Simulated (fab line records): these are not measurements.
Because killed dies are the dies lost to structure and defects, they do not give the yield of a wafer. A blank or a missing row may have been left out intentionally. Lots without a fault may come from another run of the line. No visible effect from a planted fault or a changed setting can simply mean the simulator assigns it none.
fab line records ; flow nand-harc
record: lots: 7; wafers: 18; last-day: 24
route steps=1159 shown A_SOURCE_PLATE@420 A_ONON_D1@424
lots that met no fault: from a run of the same line without faults
start-h: the number of hours between the record's first day and the start of the first shown wafer of the lot ; wait-h: hours from the lot's prior step to this one ; " same as the row above ; L1.1+2: several wafers, shown together as one row ; - either no value or no given start ; * or withheld: withheld ; < > ~ a bound
route shown NAME@n: names a module that has steps shown in the file, with the first one's number in the route ; usual: the fault-free wafers' mean and standard deviation ; same: alike in all rows ; chamber/n: place in a boat ; sites: each site's reading ; _std_site: how widely they spread, as a standard deviation ; _edge_site: the outer-site mean with the inner-site mean subtracted ; radius-mm: for every site, how far away it sits from the centre of the wafer ; mask NAME#n: copy n ; behind: the tool/chamber that last shaped the wafer ; hold: reason for holding the lot/hours on hold/outcome of the hold ; device: whichever transistor did not switch (one of n, p or np) ; end of line: at the end of the route, the tests of the same wafers ; for a step that has no rows: nothing shown but its recipe ; killed: count of dies lost to structure and defects at first sort (not the wafer's yield) ; map: dies across one wafer; x = killed, . = not, _ = none there
set.NAME: the run value of the setting; set.NAME@STEP: its run value at that earlier step ; model.NAME: the simulator's own value behind a step, which no gauge read
lots seen at some steps along the route; tables by step, rows by wafer
services: the hour from which a tool's chamber was out of use, counted from the record's first day as start-h (under 0 if before that day), plus the number of hours and why
== steps ==
step: NHARC_A_SOURCE_PLATE_THK_MEAS_06
recipe: thk-meas-gauge: ellipsometry
usual: thk-nm: 200.3/2.6
lot.wafer;tool;chamber;start-h;wait-h;thk-nm
L931.1;film-metro-01;-;192.97;0.4;200.6
L931.2;film-metro-01;-;192.97;0.4;201.2
L932.1;film-metro-02;-;204.74;0.4;203.3
L932.4;film-metro-02;-;204.74;0.4;204.8
L935.2;film-metro-02;-;229.83;0.4;200.1
L935.5;film-metro-02;-;229.83;0.4;198.1
L935.6;film-metro-02;-;229.83;0.4;196.0
L936.1;film-metro-02;-;233.37;0.4;196.0
L936.2;film-metro-02;-;233.37;0.4;196.9
L936.4;film-metro-02;-;233.37;0.4;196.8
L934.1;film-metro-01;-;233.37;0.4;201.6
L934.4;film-metro-01;-;233.37;0.4;201.9
L947.1;film-metro-01;-;284.13;0.4;200.1
L947.4;film-metro-01;-;284.13;0.4;199.4
L947.5;film-metro-01;-;284.13;0.4;199.4
L944.2;film-metro-02;-;284.13;0.4;194.6
L944.3;film-metro-02;-;284.13;0.4;193.8
L944.6;film-metro-02;-;284.13;0.4;196.9
step: NHARC_A_SOURCE_PLATE_INSPECT_08
usual: raw-defect-count: 62/24
lot.wafer;tool;chamber;start-h;wait-h;raw-defect-count
L931.1;defect-inspect-02;-;193.04;0.0;50
L931.2;defect-inspect-02;-;193.04;0.0;55
L932.1;defect-inspect-02;-;204.85;0.0;74
L932.4;defect-inspect-02;-;204.85;0.0;82
L935.2;defect-inspect-01;-;229.91;0.0;48
L935.5;defect-inspect-01;-;229.91;0.0;20
L935.6;defect-inspect-01;-;229.91;0.0;66
L936.1;defect-inspect-01;-;233.43;0.0;54
L936.2;defect-inspect-01;-;233.43;0.0;67
L936.4;defect-inspect-01;-;233.43;0.0;60
L934.1;defect-inspect-02;-;233.44;0.0;29
L934.4;defect-inspect-02;-;233.44;0.0;37
L947.1;defect-inspect-01;-;284.21;0.0;57
L947.4;defect-inspect-01;-;284.21;0.0;79
L947.5;defect-inspect-01;-;284.21;0.0;51
L944.2;defect-inspect-02;-;284.22;0.0;65
L944.3;defect-inspect-02;-;284.22;0.0;109
L944.6;defect-inspect-02;-;284.22;0.0;85
step: NHARC_A_ONON_D1_DEP_00
recipe: target-thk-a: 10000; n2-flow-sccm: 2750; n2o-flow-sccm: 2000; nh3-flow-sccm: 500; sih4-flow-sccm: 210; temp-c: 400
step: NHARC_A_ONON_D1_THK_MEAS_02
recipe: thk-meas-gauge: ellipsometry
usual: thk-nm: 1001/10
lot.wafer;tool;chamber;start-h;wait-h;thk-nm
L931.1;film-metro-02;-;193.62;-;1003
L931.2;film-metro-02;-;193.62;-;1004
L932.1;film-metro-02;-;205.42;-;995
L932.4;film-metro-02;-;205.42;-;994
L935.2;film-metro-02;-;230.48;-;1008
L935.5;film-metro-02;-;230.48;-;1007
L935.6;film-metro-02;-;230.48;-;1007
L934.1;film-metro-01;-;234.02;-;995
L934.4;film-metro-01;-;234.02;-;997
L936.1;film-metro-02;-;234.02;-;998
L936.2;film-metro-02;-;234.02;-;999
L936.4;film-metro-02;-;234.02;-;999
L947.1;film-metro-02;-;284.79;-;1003
L947.4;film-metro-02;-;284.79;-;1005
L947.5;film-metro-02;-;284.79;-;1004
L944.2;film-metro-02;-;285.11;-;984
L944.3;film-metro-02;-;285.11;-;988
L944.6;film-metro-02;-;285.11;-;984
step: NHARC_A_ONON_D1_DEP_03
recipe: target-thk-a: 10000; n2-flow-sccm: 2750; n2o-flow-sccm: 2000; nh3-flow-sccm: 500; sih4-flow-sccm: 210; temp-c: 400
step: NHARC_A_ONON_D1_THK_MEAS_05
recipe: thk-meas-gauge: ellipsometry
usual: thk-nm: 1003/9.8
lot.wafer;tool;chamber;start-h;wait-h;thk-nm
L931.1;film-metro-02;-;194.18;-;1007
L931.2;film-metro-02;-;194.18;-;1007
L932.1;film-metro-01;-;206.01;-;1016
L932.4;film-metro-01;-;206.01;-;1016
L935.2;film-metro-02;-;231.05;-;1006
L935.5;film-metro-02;-;231.05;-;1008
L935.6;film-metro-02;-;231.05;-;1006
L934.1;film-metro-01;-;234.58;-;1002
L934.4;film-metro-01;-;234.58;-;1002
L936.1;film-metro-02;-;234.58;-;1008
L936.2;film-metro-02;-;234.58;-;1010
L936.4;film-metro-02;-;234.58;-;1009
L947.1;film-metro-01;-;285.35;-;1009
L947.4;film-metro-01;-;285.35;-;1009
L947.5;film-metro-01;-;285.35;-;1009
L944.2;film-metro-01;-;285.69;-;1015
L944.3;film-metro-01;-;285.69;-;1017
L944.6;film-metro-01;-;285.69;-;1015
step: NHARC_A_ONON_D1_DEP_06
recipe: target-thk-a: 10000; n2-flow-sccm: 2750; n2o-flow-sccm: 2000; nh3-flow-sccm: 500; sih4-flow-sccm: 210; temp-c: 400
step: NHARC_A_ONON_D1_THK_MEAS_08
recipe: thk-meas-gauge: ellipsometry
usual: thk-nm: 998/9.6
lot.wafer;tool;chamber;start-h;wait-h;thk-nm
L931.1;film-metro-02;-;194.74;-;995
L931.2;film-metro-02;-;194.74;-;994
L932.1;film-metro-02;-;206.58;-;999
L932.4;film-metro-02;-;206.58;-;998
L935.2;film-metro-02;-;231.61;-;1010
L935.5;film-metro-02;-;231.61;-;1008
L935.6;film-metro-02;-;231.61;-;1012
L936.1;film-metro-01;-;235.14;-;1005
L936.2;film-metro-01;-;235.14;-;1006
L936.4;film-metro-01;-;235.14;-;1005
L934.1;film-metro-02;-;235.15;-;1004
L934.4;film-metro-02;-;235.15;-;1003
L947.1;film-metro-01;-;285.94;-;1018
L947.4;film-metro-01;-;285.94;-;1020
L947.5;film-metro-01;-;285.94;-;1018
L944.2;film-metro-02;-;286.26;-;983
L944.3;film-metro-02;-;286.26;-;983
L944.6;film-metro-02;-;286.26;-;984
step: NHARC_A_ONON_D1_DEP_09
recipe: target-thk-a: 10000; n2-flow-sccm: 2750; n2o-flow-sccm: 2000; nh3-flow-sccm: 500; sih4-flow-sccm: 210; temp-c: 400
step: NHARC_A_ONON_D1_THK_MEAS_11
recipe: thk-meas-gauge: ellipsometry
usual: thk-nm: 1002/9.6
lot.wafer;tool;chamber;start-h;wait-h;thk-nm
L931.1;film-metro-02;-;195.34;-;998
L931.2;film-metro-02;-;195.34;-;999
L932.1;film-metro-01;-;207.16;-;1019
L932.4;film-metro-01;-;207.16;-;1022
L935.2;film-metro-02;-;232.18;-;998
L935.5;film-metro-02;-;232.18;-;996
L935.6;film-metro-02;-;232.18;-;996
L934.1;film-metro-01;-;235.73;-;1008
L934.4;film-metro-01;-;235.73;-;1007
L936.1;film-metro-01;-;235.74;-;998
L936.2;film-metro-01;-;235.74;-;1000
L936.4;film-metro-01;-;235.74;-;1000
L947.1;film-metro-01;-;286.52;-;1016
L947.4;film-metro-01;-;286.52;-;1017
L947.5;film-metro-01;-;286.52;-;1017
L944.2;film-metro-01;-;286.82;-;997
L944.3;film-metro-01;-;286.82;-;999
L944.6;film-metro-01;-;286.82;-;1000
step: NHARC_A_ONON_D1_DEP_12
recipe: target-thk-a: 10000; n2-flow-sccm: 2750; n2o-flow-sccm: 2000; nh3-flow-sccm: 500; sih4-flow-sccm: 210; temp-c: 400
usual: sih4-flow-sccm: 210.1/0.61
lot.wafer;tool;chamber;start-h;wait-h;sih4-flow-sccm
L931.1;pecvd-onon-03;0;195.39;0.1;211.1
L931.2;pecvd-onon-03;0;195.39;0.1;210.0
L932.1;pecvd-onon-03;0;207.22;0.1;210.6
L932.4;pecvd-onon-03;0;207.22;0.1;210.4
L935.2;pecvd-onon-02;0;232.29;0.1;209.6
L935.5;pecvd-onon-02;0;232.29;0.1;209.7
L935.6;pecvd-onon-02;0;232.29;0.1;209.6
L934.1;pecvd-onon-03;0;235.78;0.1;209.4
L934.4;pecvd-onon-03;0;235.78;0.1;210.5
L936.1;pecvd-onon-02;0;235.79;0.1;210.7
L936.2;pecvd-onon-02;0;235.79;0.1;210.0
L936.4;pecvd-onon-02;0;235.79;0.1;210.8
L947.1;pecvd-onon-03;0;286.57;0.1;209.3
L947.4;pecvd-onon-03;0;286.57;0.1;210.8
L947.5;pecvd-onon-03;0;286.57;0.1;209.6
L944.2;pecvd-onon-04;0;286.93;0.1;209.2
L944.3;pecvd-onon-04;0;286.93;0.1;209.7
L944.6;pecvd-onon-04;0;286.93;0.1;209.4
step: NHARC_A_ONON_D1_THK_MEAS_14
recipe: thk-meas-gauge: ellipsometry
usual: thk-nm: 1000/9.3
lot.wafer;tool;chamber;start-h;wait-h;thk-nm
L931.1;film-metro-01;-;195.91;-;1091
L931.2;film-metro-01;-;195.91;-;993
L932.1;film-metro-02;-;207.75;-;1094
L932.4;film-metro-02;-;207.75;-;1098
L935.2;film-metro-01;-;232.74;-;987
L935.5;film-metro-01;-;232.74;-;989
L935.6;film-metro-01;-;232.74;-;988
L934.1;film-metro-01;-;236.29;-;1098
L934.4;film-metro-01;-;236.29;-;1099
L936.1;film-metro-02;-;236.30;-;1006
L936.2;film-metro-02;-;236.30;-;1008
L936.4;film-metro-02;-;236.30;-;1007
L947.1;film-metro-02;-;287.08;-;1000
L947.4;film-metro-02;-;287.08;-;1001
L947.5;film-metro-02;-;287.08;-;1000
L944.2;film-metro-02;-;287.39;-;1007
L944.3;film-metro-02;-;287.39;-;1007
L944.6;film-metro-02;-;287.39;-;1007
step: NHARC_A_ONON_D1_ANNEAL_15
recipe: temp-c: 750; time-s: 3600
== services ==
tool;chamber;start-h;hours;kind
pecvd-onon-04;-;237.00;13.0;pm
== key ==
first-sign: step: NHARC_A_ONON_D1_THK_MEAS_14; reading: thk-nm; direction: up; sigmas: 10; usual: 1000; struck: 1096
effect none on later readings
met-at NHARC_A_ONON_D1_DEP_12
struck-wafers L931.1,L932.1,L932.4,L934.1,L934.4
sort-left-out L931.1,L932.1,L932.4,L934.1,L934.4
tester-left-out L931,L932,L934
fault: kind: process-parameter-drift; tool: pecvd-onon-03; chamber: -; onset-h: 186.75; steps: NHARC_A_ONON_D1_DEP_12; channel: target-thk-a; offset: *; shape: step; end-h: 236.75; scope: struck-wafers-only; acts-in: *; stated: *
tester-left-out: of these lots the tester's yield and bins aren't shown, on N5 and GAA mostly nor the transistor test; their killed dies are dies lost to structure and defects alone, not to doping, threshold or leakage, so they don't give the yield
sort-left-out: the simulated sort isn't trusted on such a fault, so these wafers' sort isn't shown, and their yield isn't known
